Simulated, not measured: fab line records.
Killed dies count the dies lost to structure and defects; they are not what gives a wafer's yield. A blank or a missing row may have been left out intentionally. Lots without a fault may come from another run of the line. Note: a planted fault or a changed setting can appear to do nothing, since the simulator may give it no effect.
Chamber matching    flow nand_harc    NHARC_A_CHANNEL_FILL_D1_STRIP_28 on rie_diel-05: 4 sister chambers
The step strips in O2, time 20 s. 4 wafers are shown with their chamber, then 7 later ones without.

## EACH WAFER AND ITS CHAMBER
wafer   chamber  showerhead_plenum_p_Torr (Torr)
L081.1  3        3.68
L083.3  0        3.72
L088.1  2        3.68
L088.3  1        3.52

## WAFERS WHOSE CHAMBER IS MISSING
wafer   showerhead_plenum_p_Torr (Torr)
L088.4  3.68
L090.1  3.68
L090.3  3.68
L090.5  3.51
L092.1  3.68
L092.3  3.51
L092.5  3.51

## CHAMBER TAKEN BY EACH
wafer   from the rows above      in truth
L088.4  can't be placed: 2 or 3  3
L090.1  can't be placed: 2 or 3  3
L090.3  can't be placed: 2 or 3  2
L090.5  1                        1
L092.1  can't be placed: 2 or 3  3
L092.3  1                        1
L092.5  1                        1
Correctly placed: 3 of 7. Can't be placed from these rows: 4 (the true chamber is among the candidates in 4). Placed wrongly: 0.
How it was worked out, from the rows above alone: a wafer's distance from a chamber is the root of the sum, over the readings, of the square of ((its reading less the chamber's mean) divided by the reading's scatter). The wafer belongs to the nearest chamber; if the next one is less than 2 further off, it can't be placed. A chamber's mean is the mean of its shown wafers. The scatter: with one shown wafer a chamber, the root of the mean of the squares of how far each hidden wafer lies from its nearest shown one.
